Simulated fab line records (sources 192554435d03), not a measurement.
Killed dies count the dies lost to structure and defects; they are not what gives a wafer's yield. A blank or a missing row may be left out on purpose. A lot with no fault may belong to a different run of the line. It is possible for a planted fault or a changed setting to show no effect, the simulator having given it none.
Split-lot trial	flow n5 finfet	route with 1938 steps; 7 lots, 21 wafers read

== ON THE SPLIT ==
At N5_BEOL_M7_TRENCH_ETCH_37 (etches SiCOH lowk in C4F6/O2, target depth 93.478 nm, time 31.2 s), the setting bias w was moved away from the recipe's 185 W on 8 of the 21 wafers read, by -13.9% to +14.5%. For the rest of the wafers, this setting stayed at what the recipe calls for.

The reading comes from the split's own step.

== THE READING ==
rf vpp V, in V, at N5_BEOL_M7_TRENCH_ETCH_37 (etches SiCOH lowk in C4F6/O2, target depth 93.478 nm, time 31.2 s). Fault-free wafers of this fab line usually give 666 V, standard deviation 7.5 V.

wafer	tool, chamber at the split	bias w as run, W	against the recipe	rf vpp V, V	against lot-mates on the recipe
L074.1	rie diel-06, 1	185	recipe	668	-
L074.4	rie diel-06, 0	169.2	-8.5%	629	-39
L074.5	rie diel-06, 1	169.2	-8.5%	621	-47
L080.1	rie diel-01, 1	211.9	+14.5%	741	+68
L080.3	rie diel-01, 2	185	recipe	673	-
L080.6	rie diel-01, 0	185	recipe	672	-
L084.1	rie diel-01, 2	185	recipe	673	-
L084.2	rie diel-01, 3	200	+8.1%	703	+30
L084.3	rie diel-01, 0	200	+8.1%	715	+42
L087.2	rie diel-06, 0	159.2	-13.9%	597	-72
L087.3	rie diel-06, 1	185	recipe	666	-
L087.6	rie diel-06, 2	185	recipe	673	-
L091.1	rie diel-03, 1	185	recipe	659	-
L091.4	rie diel-03, 0	185	recipe	648	-
L091.5	rie diel-03, 3	185	recipe	669	-
L094.1	rie diel-06, 1	208.7	+12.8%	732	+66
L094.3	rie diel-06, 0	208.7	+12.8%	741	+75
L094.5	rie diel-06, 1	185	recipe	666	-
L095.3	rie diel-03, 0	185	recipe	650	-
L095.4	rie diel-03, 3	185	recipe	666	-
L095.6	rie diel-03, 0	185	recipe	649	-

THE FIT
A straight line over all 21 wafers: rf vpp V changes by +5.21 V for each +1% of bias w; r = +0.98; the points scatter about the line by 8.3 V.
The same after taking each lot's own level away (the mean of its wafers on the recipe; 21 wafers): +5.08 V for each +1%; r = +0.99; scatter 6.1 V.
Per that fit: largest bias w move, reading shift of 74 V.
The span of the lots' own levels, 655.0 to 673.0 V, comes to 2.4 times the standard deviation stated above.
The two slopes are in agreement: the lot-to-lot level therefore moves the slope only a little.
Check: +75.1 V against its lot-mates is what the line predicts for one of the wafers moved furthest among these (+14.5%) when that wafer is left out of the fit. Against them it came out at +68.5 V.
Tool readings at the split's step, against how far the setting was moved: rf vpp V r = +0.98.

== OTHER SPLITS APPLIED TO THESE WAFERS ==
Other splits were also applied to these wafers ahead of the reading. Each is held against what the fit with the lots' levels taken away leaves over:
other split on the same wafers	wafers away from the commonest value	r with rf vpp V (lot level and that fit taken away)
N5_BEOL_M4_TRENCH_ETCH_37 source w	8	+0.43
N5_BEOL_M4_SPUTTER_86 time s	6	-0.03
N5_BEOL_M5_DEP_56 time s	8	+0.25
N5_BEOL_M6_EXPOSE_08 dose mj	6	-0.16
N5_BEOL_M6_ETCH_62 time s	8	+0.33

== THE FILE'S OWN FIT ==
rf vpp V changes by +5.04 V for each +1% of bias w, r = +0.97.
